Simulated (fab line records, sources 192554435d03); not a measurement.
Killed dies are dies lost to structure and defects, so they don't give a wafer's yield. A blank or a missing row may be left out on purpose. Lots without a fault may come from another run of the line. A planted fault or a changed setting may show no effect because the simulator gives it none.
fab line records | flow n5_finfet
record lots=24 wafers=72 last_day=18
route steps=1938 shown BEOL_M13@1711 BEOL_M14@1717 BEOL_M15@1774
lots that met no fault: from a run of the same line without faults
start_h: hours from the record's first day to the start of the lot's first wafer shown | wait_h: hours since the lot's step before | " the same as in the row above | L1.1+2: a row that stands for several wafers | - no value, or no start given | * or withheld: withheld | < > ~ a bound
route shown NAME@n: a module of which the file shows steps, and the number in the route of the first | usual: mean/standard deviation of fault-free wafers | same: alike in all rows | chamber/n: place in a boat | sites: the reading at each site | _std_site: their standard deviation | _edge_site: outer sites' mean less inner sites' | radius_mm: how far each site lies from the wafer's centre | mask NAME#n: copy n | behind: the tool/chamber that last shaped the wafer | hold: why the lot was held/for how many hours/how that ended | device: the transistor (n, p or np) that didn't switch | end of line: the same wafers' tests at the end of the route | a step without rows: its recipe alone | killed: dies lost to structure and defects at the first sort, not the wafer's yield | map: a wafer's dies, x killed, . not, _ none there
set.NAME: the setting as run; set.NAME@STEP: as run at that earlier step | model.NAME: the simulator's own value behind a step, which no gauge read
steps of the route over a sample of lots; a table a step, a row a wafer
## steps
# step N5_BEOL_M13_THK_MEAS_50
# recipe thk_meas_gauge=xrf reads=Cu_of_BEOL_M13_ECD_47
# usual M13_THK=416/6.2
# columns lot.wafer tool chamber start_h wait_h M13_THK[nm]
L074.1 film_metro-02 - 249.11 - 418
L074.4 " - " " 413
L074.5 " - " " 423
L075.2 film_metro-02 - 249.95 - 418
L075.4 " - " " 410
L075.6 " - " " 418
L077.1 film_metro-01 - 266.25 - 418
L077.2 " - " " 414
L077.5 " - " " 411
L076.1 film_metro-02 - 266.34 - 417
L076.2 " - " " 412
L076.4 " - " " 415
L078.2 film_metro-01 - 267.69 - 430
L078.4 " - " " 420
L078.6 " - " " 420
L079.3 film_metro-01 - 276.64 - 415
L079.4 " - " " 413
L079.6 " - " " 424
L080.3 film_metro-01 - 281.16 - 416
L080.5 " - " " 427
L080.6 " - " " 414
L081.2 film_metro-02 - 282.84 - 422
L081.3 " - " " 430
L081.4 " - " " 412
L083.1 film_metro-02 - 286.50 - 411
L083.2 " - " " 410
L083.3 " - " " 414
L082.2 film_metro-01 - 289.92 - 415
L082.4 " - " " 420
L082.6 " - " " 415
L084.2 film_metro-01 - 304.01 - 424
L084.4 " - " " 420
L084.5 " - " " 422
L085.1 film_metro-01 - 310.39 - 409
L085.3 " - " " 413
L085.5 " - " " 414
L086.2 film_metro-02 - 312.85 - 420
L086.3 " - " " 420
L086.6 " - " " 422
L087.1 film_metro-02 - 316.73 - 404
L087.3 " - " " 413
L087.6 " - " " 409
L089.1 film_metro-01 - 328.78 - 407
L089.5 " - " " 405
L089.6 " - " " 415
L090.1 film_metro-01 - 333.32 - 423
L090.3 " - " " 408
L090.4 " - " " 417
L088.1 film_metro-01 - 338.65 - 419
L088.4 " - " " 413
L088.6 " - " " 415
L093.1 film_metro-02 - 343.67 - 414
L093.3 " - " " 425
L093.4 " - " " 425
L091.2 film_metro-01 - 354.22 - 412
L091.5 " - " " 417
L091.6 " - " " 418
L094.1 film_metro-01 - 360.44 - 404
L094.5 " - " " 422
L094.6 " - " " 415
L092.1 film_metro-01 - 361.12 - 413
L092.2 " - " " 419
L092.4 " - " " 425
L095.3 film_metro-01 - 363.35 - 410
L095.4 " - " " 416
L095.6 " - " " 417
L096.1 film_metro-01 - 378.24 - 413
L096.4 " - " " 426
L096.5 " - " " 406
L097.1 film_metro-02 - 393.61 - 414
L097.3 " - " " 410
L097.5 " - " " 417
# step N5_BEOL_M14_THK_MEAS_01
# recipe reads=SiO2_of_BEOL_M14_ILD_DEP_00
# usual M14_ILD_THK=1121/14
# columns lot.wafer tool chamber start_h wait_h M14_ILD_THK[nm]
L074.1 film_metro-01 - 249.50 0.1 1123
L074.4 " - " " 1142
L074.5 " - " " 1150
L075.2 film_metro-01 - 250.33 0.1 1119
L075.4 " - " " 1122
L075.6 " - " " 1137
L077.1 film_metro-02 - 266.63 0.1 1142
L077.2 " - " " 1137
L077.5 " - " " 1135
L076.1 film_metro-01 - 266.83 0.2 1100
L076.2 " - " " 1122
L076.4 " - " " 1132
L078.2 film_metro-01 - 268.18 0.2 1105
L078.4 " - " " 1131
L078.6 " - " " 1129
L079.3 film_metro-02 - 277.10 0.1 1135
L079.4 " - " " 1150
L079.6 " - " " 1137
L080.3 film_metro-02 - 281.54 0.1 1109
L080.5 " - " " 1136
L080.6 " - " " 1124
L081.2 film_metro-01 - 283.22 0.1 1119
L081.3 " - " " 1102
L081.4 " - " " 1145
L083.1 film_metro-02 - 286.96 0.2 1111
L083.2 " - " " 1097
L083.3 " - " " 1118
L082.2 film_metro-01 - 290.38 0.2 1092
L082.4 " - " " 1101
L082.6 " - " " 1114
L084.2 film_metro-02 - 304.72 0.2 1103
L084.4 " - " " 1133
L084.5 " - " " 1142
L085.1 film_metro-02 - 310.80 0.1 1096
L085.3 " - " " 1109
L085.5 " - " " 1125
L086.2 film_metro-01 - 313.23 0.1 1124
L086.3 " - " " 1115
L086.6 " - " " 1126
L087.1 film_metro-02 - 317.11 0.1 1101
L087.3 " - " " 1104
L087.6 " - " " 1114
L089.1 film_metro-01 - 329.17 0.1 1098
L089.5 " - " " 1113
L089.6 " - " " 1098
L090.1 film_metro-02 - 333.70 0.1 1116
L090.3 " - " " 1125
L090.4 " - " " 1141
L088.1 film_metro-02 - 339.04 0.1 1108
L088.4 " - " " 1132
L088.6 " - " " 1132
L093.1 film_metro-02 - 344.06 0.1 1105
L093.3 " - " " 1102
L093.4 " - " " 1108
L091.2 film_metro-02 - 354.60 0.1 1125
L091.5 " - " " 1144
L091.6 " - " " 1146
L094.1 film_metro-01 - 360.82 0.1 1116
L094.5 " - " " 1129
L094.6 " - " " 1148
L092.1 film_metro-02 - 361.50 0.1 1110
L092.2 " - " " 1116
L092.4 " - " " 1124
L095.3 film_metro-02 - 363.73 0.1 1110
L095.4 " - " " 1129
L095.6 " - " " 1118
L096.1 film_metro-02 - 378.63 0.1 1110
L096.4 " - " " 1125
L096.5 " - " " 1128
L097.1 film_metro-01 - 394.02 0.1 1109
L097.3 " - " " 1112
L097.5 " - " " 1130
# step N5_BEOL_M14_INSPECT_30
# recipe mode=adi inspect_instrument=macro
# usual raw_defect_count=2.0/1.5
# columns lot.wafer tool chamber start_h wait_h raw_defect_count
L074.1 defect_inspect-02 - 250.84 0.0 0
L074.4 " - " " 2
L074.5 " - " " 2
L075.2 defect_inspect-01 - 251.67 0.0 0
L075.4 " - " " 1
L075.6 " - " " 3
L077.1 defect_inspect-02 - 268.02 0.0 1
L077.2 " - " " 2
L077.5 " - " " 1
L076.1 defect_inspect-01 - 268.40 0.0 2
L076.2 " - " " 1
L076.4 " - " " 2
L078.2 defect_inspect-02 - 269.69 0.0 2
L078.4 " - " " 1
L078.6 " - " " 2
L079.3 defect_inspect-01 - 278.43 0.0 0
L079.4 " - " " 5
L079.6 " - " " 3
L080.3 defect_inspect-01 - 282.88 0.0 1
L080.5 " - " " 2
L080.6 " - " " 2
L081.2 defect_inspect-02 - 284.56 0.0 5
L081.3 " - " " 1
L081.4 " - " " 3
L083.1 defect_inspect-02 - 288.42 0.0 0
L083.2 " - " " 1
L083.3 " - " " 0
L082.2 defect_inspect-01 - 291.59 0.0 2
L082.4 " - " " 3
L082.6 " - " " 2
L084.2 defect_inspect-02 - 306.37 0.0 1
L084.4 " - " " 4
L084.5 " - " " 4
L085.1 defect_inspect-02 - 312.32 0.0 0
L085.3 " - " " 2
L085.5 " - " " 0
L086.2 defect_inspect-02 - 314.57 0.0 0
L086.3 " - " " 5
L086.6 " - " " 0
L087.1 defect_inspect-02 - 318.47 0.0 2
L087.3 " - " " 1
L087.6 " - " " 2
L089.1 defect_inspect-01 - 330.79 0.0 4
L089.5 " - " " 2
L089.6 " - " " 1
L090.1 defect_inspect-01 - 335.05 0.0 2
L090.3 " - " " 4
L090.4 " - " " 0
L088.1 defect_inspect-01 - 340.25 0.0 1
L088.4 " - " " 1
L088.6 " - " " 3
L093.1 defect_inspect-01 - 346.12 0.0 1
L093.3 " - " " 4
L093.4 " - " " 1
L091.2 defect_inspect-01 - 355.86 0.0 8
L091.5 " - " " 4
L091.6 " - " " 3
L094.1 defect_inspect-01 - 362.16 0.0 1
L094.5 " - " " 2
L094.6 " - " " 2
L092.1 defect_inspect-02 - 362.83 0.0 5
L092.2 " - " " 3
L092.4 " - " " 2
L095.3 defect_inspect-02 - 366.28 0.0 1
L095.4 " - " " 0
L095.6 " - " " 1
L096.1 defect_inspect-02 - 380.22 0.0 4
L096.4 " - " " 1
L096.5 " - " " 0
L097.1 defect_inspect-01 - 395.48 0.0 0
L097.3 " - " " 2
L097.5 " - " " 0
# step N5_BEOL_M14_OCD_MEAS_35
# usual trench_depth_nm=560/7.6
# columns lot.wafer tool chamber start_h wait_h trench_depth_nm
L074.1 ocd-01 - 251.56 0.0 568
L074.4 " - " " 571
L074.5 " - " " 556
L075.2 ocd-01 - 252.32 0.0 561
L075.4 " - " " 564
L075.6 " - " " 556
L077.1 ocd-02 - 268.67 0.0 548
L077.2 " - " " 559
L077.5 " - " " 547
L076.1 ocd-01 - 269.16 0.0 562
L076.2 " - " " 556
L076.4 " - " " 554
L078.2 ocd-01 - 270.35 0.0 563
L078.4 " - " " 567
L078.6 " - " " 558
L079.3 ocd-02 - 279.08 0.0 555
L079.4 " - " " 553
L079.6 " - " " 558
L080.3 ocd-01 - 283.53 0.0 551
L080.5 " - " " 562
L080.6 " - " " 549
L081.2 ocd-02 - 285.20 0.0 552
L081.3 " - " " 540
L081.4 " - " " 551
L083.1 ocd-02 - 289.06 0.0 560
L083.2 " - " " 577
L083.3 " - " " 554
L082.2 ocd-01 - 292.23 0.0 566
L082.4 " - " " 566
L082.6 " - " " 556
L084.2 ocd-02 - 307.02 0.0 557
L084.4 " - " " 562
L084.5 " - " " 566
L085.1 ocd-01 - 313.24 0.0 565
L085.3 " - " " 563
L085.5 " - " " 560
L086.2 ocd-01 - 315.32 0.0 566
L086.3 " - " " 557
L086.6 " - " " 559
L087.1 ocd-01 - 319.11 0.0 569
L087.3 " - " " 549
L087.6 " - " " 571
L089.1 ocd-02 - 331.43 0.0 567
L089.5 " - " " 567
L089.6 " - " " 577
L090.1 ocd-02 - 335.77 0.0 577
L090.3 " - " " 567
L090.4 " - " " 569
L088.1 ocd-01 - 340.89 0.0 561
L088.4 " - " " 560
L088.6 " - " " 560
L093.1 ocd-01 - 346.76 0.0 553
L093.3 " - " " 551
L093.4 " - " " 563
L091.2 ocd-02 - 356.52 0.0 555
L091.5 " - " " 556
L091.6 " - " " 558
L094.1 ocd-02 - 362.81 0.0 567
L094.5 " - " " 565
L094.6 " - " " 567
L092.1 ocd-01 - 363.48 0.0 564
L092.2 " - " " 550
L092.4 " - " " 569
L095.3 ocd-01 - 367.20 0.0 560
L095.4 " - " " 555
L095.6 " - " " 569
L096.1 ocd-01 - 380.87 0.0 565
L096.4 " - " " 554
L096.5 " - " " 558
L097.1 ocd-01 - 396.13 0.0 555
L097.3 " - " " 547
L097.5 " - " " 546
# step N5_BEOL_M14_THK_MEAS_50
# recipe thk_meas_gauge=xrf reads=Cu_of_BEOL_M14_ECD_47
# usual M14_THK=556/8.1
# columns lot.wafer tool chamber start_h wait_h M14_THK[nm]
L074.1 film_metro-01 - 253.63 - 565
L074.4 " - " " 568
L074.5 " - " " 555
L075.2 film_metro-01 - 258.45 - 550
L075.4 " - " " 557
L075.6 " - " " 546
L077.1 film_metro-01 - 272.62 - 540
L077.2 " - " " 553
L077.5 " - " " 543
L076.1 film_metro-02 - 273.41 - 560
L076.2 " - " " 553
L076.4 " - " " 551
L078.2 film_metro-01 - 274.71 - 558
L078.4 " - " " 561
L078.6 " - " " 553
L079.3 film_metro-01 - 280.94 - 556
L079.4 " - " " 552
L079.6 " - " " 556
L080.3 film_metro-01 - 286.17 - 553
L080.5 " - " " 562
L080.6 " - " " 551
L081.2 film_metro-01 - 286.69 - 553
L081.3 " - " " 538
L081.4 " - " " 547
L083.1 film_metro-02 - 291.39 - 553
L083.2 " - " " 574
L083.3 " - " " 551
L082.2 film_metro-01 - 297.72 - 562
L082.4 " - " " 565
L082.6 " - " " 555
L084.2 film_metro-02 - 310.06 - 551
L084.4 " - " " 556
L084.5 " - " " 560
L085.1 film_metro-01 - 315.73 - 561
L085.3 " - " " 559
L085.5 " - " " 560
L086.2 film_metro-01 - 319.87 - 565
L086.3 " - " " 560
L086.6 " - " " 561
L087.1 film_metro-01 - 324.60 - 561
L087.3 " - " " 544
L087.6 " - " " 565
L089.1 film_metro-01 - 334.60 - 560
L089.5 " - " " 559
L089.6 " - " " 570
L090.1 film_metro-01 - 337.85 - 574
L090.3 " - " " 566
L090.4 " - " " 565
L088.1 film_metro-02 - 342.45 - 560
L088.4 " - " " 559
L088.6 " - " " 561
L093.1 film_metro-01 - 350.44 - 547
L093.3 " - " " 544
L093.4 " - " " 557
L091.2 film_metro-02 - 359.99 - 555
L091.5 " - " " 559
L091.6 " - " " 559
L094.1 film_metro-02 - 367.86 - 565
L094.5 " - " " 564
L094.6 " - " " 569
L092.1 film_metro-01 - 368.13 - 558
L092.2 " - " " 551
L092.4 " - " " 563
L095.3 film_metro-01 - 369.21 - 552
L095.4 " - " " 547
L095.6 " - " " 561
L096.1 film_metro-01 - 383.07 - 561
L096.4 " - " " 546
L096.5 " - " " 550
L097.1 film_metro-01 - 398.16 - 546
L097.3 " - " " 543
L097.5 " - " " 541
# step N5_BEOL_M15_THK_MEAS_01
# recipe reads=SiO2_of_BEOL_M15_ILD_DEP_00
# usual M15_ILD_THK=1629/17
# columns lot.wafer tool chamber start_h wait_h M15_ILD_THK[nm]
L074.1 film_metro-01 - 254.08 0.1 1627
L074.4 " - " " 1654
L074.5 " - " " 1655
L075.2 film_metro-01 - 258.89 0.1 1599
L075.4 " - " " 1617
L075.6 " - " " 1626
L077.1 film_metro-01 - 273.07 0.1 1617
L077.2 " - " " 1619
L077.5 " - " " 1645
L076.1 film_metro-02 - 273.85 0.1 1609
L076.2 " - " " 1597
L076.4 " - " " 1649
L078.2 film_metro-01 - 275.18 0.1 1588
L078.4 " - " " 1619
L078.6 " - " " 1624
L079.3 film_metro-02 - 281.49 0.1 1628
L079.4 " - " " 1623
L079.6 " - " " 1622
L080.3 film_metro-01 - 286.61 0.1 1613
L080.5 " - " " 1656
L080.6 " - " " 1639
L081.2 film_metro-01 - 287.13 0.1 1601
L081.3 " - " " 1629
L081.4 " - " " 1651
L083.1 film_metro-01 - 291.86 0.1 1604
L083.2 " - " " 1594
L083.3 " - " " 1610
L082.2 film_metro-01 - 298.16 0.1 1636
L082.4 " - " " 1653
L082.6 " - " " 1638
L084.2 film_metro-02 - 310.50 0.1 1645
L084.4 " - " " 1636
L084.5 " - " " 1655
L085.1 film_metro-02 - 316.20 0.1 1653
L085.3 " - " " 1600
L085.5 " - " " 1652
L086.2 film_metro-02 - 320.31 0.1 1598
L086.3 " - " " 1620
L086.6 " - " " 1631
L087.1 film_metro-02 - 325.04 0.1 1637
L087.3 " - " " 1626
L087.6 " - " " 1643
L089.1 film_metro-01 - 335.04 0.1 1609
L089.5 " - " " 1651
L089.6 " - " " 1639
L090.1 film_metro-01 - 338.29 0.1 1625
L090.3 " - " " 1634
L090.4 " - " " 1629
L088.1 film_metro-02 - 342.90 0.1 1616
L088.4 " - " " 1650
L088.6 " - " " 1624
L093.1 film_metro-01 - 350.88 0.1 1616
L093.3 " - " " 1619
L093.4 " - " " 1641
L091.2 film_metro-02 - 360.43 0.1 1620
L091.5 " - " " 1663
L091.6 " - " " 1651
L094.1 film_metro-02 - 368.30 0.1 1628
L094.5 " - " " 1638
L094.6 " - " " 1647
L092.1 film_metro-02 - 368.57 0.1 1610
L092.2 " - " " 1614
L092.4 " - " " 1631
L095.3 film_metro-01 - 369.65 0.1 1605
L095.4 " - " " 1628
L095.6 " - " " 1649
L096.1 film_metro-02 - 383.55 0.1 1640
L096.4 " - " " 1652
L096.5 " - " " 1651
L097.1 film_metro-02 - 398.60 0.1 1633
L097.3 " - " " 1605
L097.5 " - " " 1627
## key
fault none
